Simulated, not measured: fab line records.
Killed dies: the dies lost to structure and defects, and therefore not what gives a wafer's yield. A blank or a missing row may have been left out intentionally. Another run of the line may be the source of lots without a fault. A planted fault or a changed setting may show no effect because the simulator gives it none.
A lot that was struck, set against a sound lot :: flow n5 finfet :: 36 out of 1938 route steps
Sound: the wafers L858.3, L858.4, L858.5. The struck wafers were L862.2, L862.5, L862.6. At the end, the cause is stated.
Order at every step that has rows: each side's tool, ch and its chambers, its first start. Under that, the readings that differ: sound wafers :: struck wafers :: difference of the means :: sigmas: that difference in standard deviations of wafers without a fault.
alike: same words and numbers on both sides, and readings whose means sit less than 2 such deviations apart. not compared: any withheld reading, any reading some wafer has no value for, any bound like >300 that may hide the same value, and any number with overlapping values for which the record gives no deviation.
A row with sigmas, a row that says differs or no value, or rows on one side alone: a step with any of these is where the two part. Numbers that don't overlap but have no deviation are shown without sigmas and don't part them. Lack of a reading on every wafer of one side parts them only where that side has two or more wafers.

first, 9 steps without rows for these wafers: N5_BEOL_M4_ANNEAL_95 (time 240 s); N5_BEOL_M4_SPUTTER_96 (material Cu, target thk 4.5 nm, time 8.29 s); N5_BEOL_M4_ECD_50 (material Cu, target thk 300 nm); N5_BEOL_M4_ANNEAL_51 (time 90 s); N5_BEOL_M4_CMP_52 (polishes, stops on SiOC, t overpolish 6.8 s, target thk 40 nm); N5_BEOL_M4_PRE_CLEAN_60 (time 15 s); N5_BEOL_M4_CO_CAP_55 (material Co, precursor CCTBA/H2, target thk 2 nm, time 102.1 s); N5_BEOL_M4_PRE_CLEAN_56 (time 15 s); N5_BEOL_M4_DEP_57 (deposits SiCN from 3MS/NH3, target thk 8 nm, time 14 s).
N5_BEOL_M4_RC_MEAS_101:
  sound on prober-01 ch 0, day 10 02:50; struck on prober-02 ch 0, day 11 16:33
  alike: DIBL_N, DIBL_P, IOFF_N, IOFF_P, ION_N, ION_P, SS_N, SS_P, VT_N, VT_P
then, 24 steps without rows for these wafers: N5_BEOL_M5_ILD_DEP_00 (deposits SiCOH lowk from DEMS/porogen, target thk 140.64 nm, time 25.9 s); N5_BEOL_M5_CURE_79 (cures SiCOH lowk, time 240 s); N5_BEOL_M5_PECVD_70 (deposits SiO2 from TEOS/O2, target thk 16 nm, time 18 s); N5_BEOL_M5_HM_DEP_02 (deposits TiN, target thk 20 nm); N5_BEOL_M5_COAT_59 (time 60 s, resist thk 60 nm); N5_BEOL_M5_COAT_60 (time 60 s, resist thk 12 nm); N5_BEOL_M5_COAT_71 (time 60 s, resist thk 5 nm); N5_BEOL_M5_COAT_05 (resist thk 30 nm); N5_BEOL_M5_EBR_07; N5_BEOL_M5_SOFTBAKE_06 (time 60 s); N5_BEOL_M5_EXPOSE_08 (exposes mask M5, target cd 28 nm); N5_BEOL_M5_PEB_09 (peb time 60 s); N5_BEOL_M5_DEVELOP_10 (develop time 30 s); N5_BEOL_M5_DESCUM_16 (chemistry O2, time 7 s); N5_BEOL_M5_ETCH_72 (etches underlayer in N2/H2, target depth 6.5 nm, time 5.2 s); N5_BEOL_M5_ETCH_61 (etches SiARC in CF4, target depth 15.6 nm, time 26 s); N5_BEOL_M5_ETCH_62 (etches SOC in N2/H2, target depth 75 nm, overetch 15 nm, time 112.5 s); N5_BEOL_M5_STRIP_63 (strips in N2/H2); N5_BEOL_M5_STRIP_73 (strips in N2/H2); N5_BEOL_M5_STRIP_64 (strips in CF4); N5_BEOL_M5_HM_OPEN_17 (chemistry Cl2/BCl3, target TiN, target depth 20 nm, overetch 6 nm); N5_BEOL_M5_STRIP_19 (strips in O2); N5_BEOL_M5_COAT_65 (time 60 s, resist thk 60 nm); N5_BEOL_M5_COAT_66 (time 60 s, resist thk 12 nm).
-- record jumps: 4 days separate the struck wafers' starts on either side; left off in module BEOL_M5, taken up again in module PASSIVATION, whose first shown step is the route's number 1936 --
N5_PASSIVATION_SPUTTER_20: material TaN, target thk 50 nm.
  sound on pvd sputter-02, day 14 07:47; struck on pvd sputter-02, day 15 13:31
  no value came back on the struck wafers for chamber pressure pa (Pa), substrate temp c (C), throttle valve pct (%); on the sound wafers chamber pressure pa (Pa) reads 0.4001 0.3999 0.4007
N5_PASSIVATION_PROBE_49:
  sound on prober-02, day 14 13:52; struck on prober-02, day 15 20:45
reading: defect limited yield (%)
sound: 91.2 88.3 90.4
struck: 84.0 82.2 82.7
difference: -7.0
sigmas: -5

reading: killed at other
sound: 2 3 0
struck: 90 83 92
difference: +87
sigmas: +25

reading: killed dies
sound: 104 138 113
struck: 189 210 204
difference: +83
sigmas: +5

reading: killed on rim
sound: 16 16 13
struck: 59 51 19
difference: +28
sigmas: +7

reading: sort_bin_5_function (%)
sound: 5.3 5.9 5.1
struck: 12.7 12.5 13.1
difference: +7.3
sigmas: +8

reading: sort n pass
sound: 1076 1042 1067
struck: 991 970 976
difference: -83
sigmas: -5

reading: sort yield pct (%)
sound: 91.2 88.3 90.4
struck: 84.0 82.2 82.7
difference: -7.0
sigmas: -5
  alike: killed_at_M0_to_M3, killed_at_M4_up, killed at contacts, killed at front end, killed open, killed short, sort_bin_6_memory

WHERE THEY PART
Last at N5_PASSIVATION_PROBE_49 as far as this record goes, first at N5_PASSIVATION_SPUTTER_20.

WHY: whatever the simulator had introduced
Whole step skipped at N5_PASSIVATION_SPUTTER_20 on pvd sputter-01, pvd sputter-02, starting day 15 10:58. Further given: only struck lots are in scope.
